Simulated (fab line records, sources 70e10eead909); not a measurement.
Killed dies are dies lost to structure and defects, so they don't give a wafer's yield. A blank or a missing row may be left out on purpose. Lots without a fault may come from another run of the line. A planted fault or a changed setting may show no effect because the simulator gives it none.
Which tool did it? | flow nand_harc | 12 lots, 36 wafers sampled, at 2 steps of a route of 1302

WHAT THE GAUGES READ, wafer by wafer
NHARC_A_SGD_CUT_OVL_MEAS_10.
lot  | measured     | on         | overlay_x_nm (nm)
L074 | day 19 15:30 | overlay-01 | 0.4 0.9 0.9
L077 | day 20 10:45 | overlay-02 | 1.3 1.0 1.5
L078 | day 20 20:08 | overlay-02 | 1.6 1.5 0.9
L082 | day 22 07:20 | overlay-02 | -1.0 -0.9 -0.5
L083 | day 22 11:40 | overlay-02 | -0.5 0.2 0.1
L086 | day 24 11:56 | overlay-02 | -0.4 -0.4 -0.5
L085 | day 24 12:20 | overlay-02 | -0.2 -0.3 -0.1
L088 | day 25 09:55 | overlay-02 | -0.5 -1.0 -0.9
L092 | day 25 23:21 | overlay-02 | 0.3 0.3 1.2
L093 | day 27 14:51 | overlay-02 | -1.8 -1.6 -1.2
L097 | day 28 02:36 | overlay-01 | -1.0 -1.1 -1.3
L096 | day 28 15:22 | overlay-02 | -1.5 -1.3 -1.5

WHICH TOOL RAN EACH LOT (tool, then ch and the chambers of the sampled wafers, then the start)
lot  | NHARC_A_STAIRCASE_CMP_472
L074 | cmp-02 ch 0,1,3, day 19 14:17
L077 | cmp-04 ch 0,2, day 20 09:38
L078 | cmp-02 ch 1,2,3, day 20 18:50
L082 | cmp-03 ch 0,1,3, day 22 06:05
L083 | cmp-04 ch 0,1,3, day 22 10:27
L086 | cmp-03 ch 0,1, day 24 10:41
L085 | cmp-03 ch 2,3, day 24 11:04
L088 | cmp-04 ch 0,1, day 25 08:44
L092 | cmp-03 ch 0,1,3, day 25 22:19
L093 | cmp-03 ch 0,2,3, day 27 13:38
L097 | cmp-02 ch 2,3, day 28 01:22
L096 | cmp-02 ch 1,2, day 28 14:17
- NHARC_A_STAIRCASE_CMP_472: polishes SiO2.

THE ANSWER, worked out from the rows above alone
Rule: what is usual is taken from the lots themselves. Put in order of their means at a reading, lots are off if they are a third of the lots or fewer, leave a main group of 4 or more, and stand apart from it by a gap of 3 or more times the standard deviation of the main group's means; of several such gaps the widest counts. A main group whose means are all the same, to the digits that the tables above print for the reading, isn't used. A lot without any number at a reading at which 4 lots or more have one is off too. The other lots that the step has rows for count as sound.
No lot is off at any reading shown: from this, nothing can be told.

WHAT THE SIMULATOR HAD PUT IN
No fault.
